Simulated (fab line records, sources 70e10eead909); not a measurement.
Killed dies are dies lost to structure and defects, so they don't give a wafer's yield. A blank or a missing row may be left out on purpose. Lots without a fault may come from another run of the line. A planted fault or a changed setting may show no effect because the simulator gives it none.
A struck lot beside a sound one | flow nand_harc | 14 steps out of a route of 1302
Sound: wafers L421.2, L421.3, L421.6. Struck: wafers L411.2, L411.3, L411.5. The cause comes at the end.
At each step with rows: each side's tool, then ch and its chambers, then its first start. Under that, the readings that differ: sound wafers | struck wafers | difference of the means | sigmas: that difference in standard deviations of wafers without a fault.
alike: readings whose means differ by less than 2 such deviations, and words and numbers that are the same on both sides. not compared: withheld readings, readings that some wafer has no value for, bounds like >300 that may hide the same value, and numbers for which the record gives no deviation and whose values overlap.
The two part at a step that has a row with sigmas, a row that says differs or no value, or rows on one side only. Numbers that don't overlap but have no deviation are shown without sigmas and don't part them. A reading that every wafer of one side lacks parts them only if that side has two wafers or more.

NHARC_A_M1_CD_MEAS_09: target cd 120 nm.
  sound on cd_sem-03 ch 0, day 28 19:04; struck on cd_sem-03 ch 0, day 24 05:06
  alike: cd_nm
NHARC_A_M1_OVL_MEAS_10: pitch 240 nm.
  sound on overlay-01, day 28 19:09; struck on overlay-02, day 24 05:11
  reading           | sound       | struck        | difference | sigmas
  overlay_x_nm (nm) | 2.1 2.4 2.1 | 0.2 -1.0 -0.1 | -2.5       | -3
  alike: overlay_y_nm
NHARC_A_M1_INSPECT_11:
  sound on defect_inspect-01, day 28 19:11; struck on defect_inspect-01, day 24 05:13
  reading          | sound       | struck   | difference | sigmas
  raw_defect_count | 152 147 164 | 21 20 21 | -134       | -4
NHARC_A_M1_DESCUM_14: chemistry O2, time 3 s.
  sound on rie_diel-13 ch 0,2, day 28 19:26; struck on rie_diel-06 ch 0,2, day 24 05:17
  alike: drypump_motor_current_A, oes_product_au, rf_vpp_V, showerhead_plenum_p_Torr, throttle_valve_pct
  not compared: rf_hours_counter_h
then, 2 steps without rows for these wafers: NHARC_A_M1_ETCH_35 (etches the open film in N2/H2, target depth 40 nm, overetch 12 nm, time 43.94 s); NHARC_A_M1_ETCH_15 (etches the open film in C4F8/Ar, target depth 182.5 nm, time 91.2 s).
NHARC_A_M1_CD_MEAS_16:
  sound on cd_sem-01, day 28 19:45; struck on cd_sem-02, day 24 05:35
  alike: cd_nm
NHARC_A_M1_STRIP_18: strips in N2/H2.
  sound on rie_diel-11 ch 0,2,3, day 28 19:49; struck on rie_diel-06 ch 0,2,3, day 24 05:41
  alike: drypump_motor_current_A, oes_product_au, rf_vpp_V, showerhead_plenum_p_Torr, throttle_valve_pct
  not compared: rf_hours_counter_h
NHARC_A_M1_ETCH_28: etches the open film in CF4/N2, target depth 30 nm, time 72.99 s.
  sound on rie_diel-11 ch 1,2; struck on rie_diel-06 ch 1,2
  alike: drypump_motor_current_A, oes_product_au, rf_vpp_V, showerhead_plenum_p_Torr, throttle_valve_pct
  not compared: rf_hours_counter_h
then, 1 step without rows for these wafers: NHARC_A_M1_STRIP_19 (strips in post etch residue remover, time 600 s).
NHARC_A_M1_DEGAS_29: time 60 s.
  sound on pvd_sputter-02, day 28 20:31; struck on pvd_sputter-03, day 24 06:18
  alike: heater_power_w
then, 1 step without rows for these wafers: NHARC_A_M1_PRE_CLEAN_30 (time 30 s).
NHARC_A_M1_PVD_20: deposits TaN, target thk 5 nm, time 8.06 s.
  sound on pvd_sputter-02, day 28 20:38; struck on pvd_sputter-03, day 24 06:25
  no value came back on the struck wafers for bias_v (V), cathode_dc_power_W (W), throttle_valve_pct (%); on the sound wafers bias_v (V) reads 167.2 167.1 168.2
NHARC_A_M1_PVD_21: deposits Cu, target thk 30 nm, time 20.49 s.
  sound on pvd_sputter-02; struck on pvd_sputter-03
  alike: cathode_dc_power_W, chamber_pressure_pa, throttle_valve_pct

WHERE THEY PART
First at NHARC_A_M1_OVL_MEAS_10; last, within this record, at NHARC_A_M1_PVD_20. Later steps at which nothing parts them and some readings are alike: NHARC_A_M1_PVD_21.

WHY: what the simulator had put in
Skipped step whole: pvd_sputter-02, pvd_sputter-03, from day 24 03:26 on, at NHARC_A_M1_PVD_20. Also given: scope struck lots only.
